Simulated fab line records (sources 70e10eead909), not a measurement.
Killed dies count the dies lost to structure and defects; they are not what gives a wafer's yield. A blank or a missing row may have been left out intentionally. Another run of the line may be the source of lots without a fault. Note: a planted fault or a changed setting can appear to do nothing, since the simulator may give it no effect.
Matching of chambers -- flow nand_harc -- NHARC_A_STAIRCASE_TRIM_12 on rie_diel-06: 4 sister chambers
The step chemistry O2, time 211.2 s. 14 wafers are shown with their chamber, then 7 later ones without.

== WAFERS, EACH WITH ITS CHAMBER ==
wafer,chamber,drypump_motor_current_A (A),showerhead_plenum_p_Torr (Torr),rf_vpp_V (V)
L078.1,2,5.1,3.55,58.6
L078.2,3,5.9,3.39,58.2
L078.4,1,5.8,3.62,57.0
L077.3,2,5.0,3.55,57.9
L077.4,3,5.9,3.39,57.6
L077.5,0,5.8,3.47,57.9
L076.2,0,5.8,3.47,57.4
L076.5,1,5.8,3.62,58.8
L076.6,0,5.7,3.47,57.7
L083.2,3,5.9,3.38,56.4
L083.5,1,5.8,3.61,56.9
L083.6,2,5.1,3.54,59.1
L088.2,3,5.9,3.37,57.7
L088.4,0,5.8,3.45,57.5

SIGNATURES, as means of the wafers listed above
reading,chamber 0,chamber 1,chamber 2,chamber 3,scatter within a chamber
drypump_motor_current_A,5.775,5.800,5.067,5.900,0.0376
showerhead_plenum_p_Torr,3.4650,3.6167,3.5467,3.3825,0.00842
rf_vpp_V,57.625,57.567,58.533,57.475,0.701
Rule: for a wafer and a chamber, the distance is found by dividing, reading by reading, the gap between the wafer's reading and the chamber's mean by the reading's scatter, squaring, summing and taking the root. If the next closest chamber is less than 2 further off than the closest, the wafer can't be placed; otherwise it belongs to the closest. The scatter: the root of (the sum of the squares of (reading less its chamber's mean) over the shown wafers, divided by (wafers less chambers)).

== WAFERS WHOSE CHAMBER IS MISSING ==
wafer,drypump_motor_current_A (A),showerhead_plenum_p_Torr (Torr),rf_vpp_V (V)
L088.5,5.0,3.53,57.2
L090.1,5.9,3.37,55.8
L090.2,5.0,3.53,58.1
L090.3,5.8,3.45,57.0
L095.1,5.8,3.59,58.3
L095.2,5.9,3.36,56.5
L095.4,5.8,3.44,57.4

== WHICH CHAMBER EACH ONE RAN IN ==
wafer,from the rows above,in truth
L088.5,2,2
L090.1,3,3
L090.2,2,2
L090.3,0,0
L095.1,1,1
L095.2,3,3
L095.4,0,0
Placed correctly: 7 of 7. Number that these rows cannot place: 0. Number placed wrongly: 0.
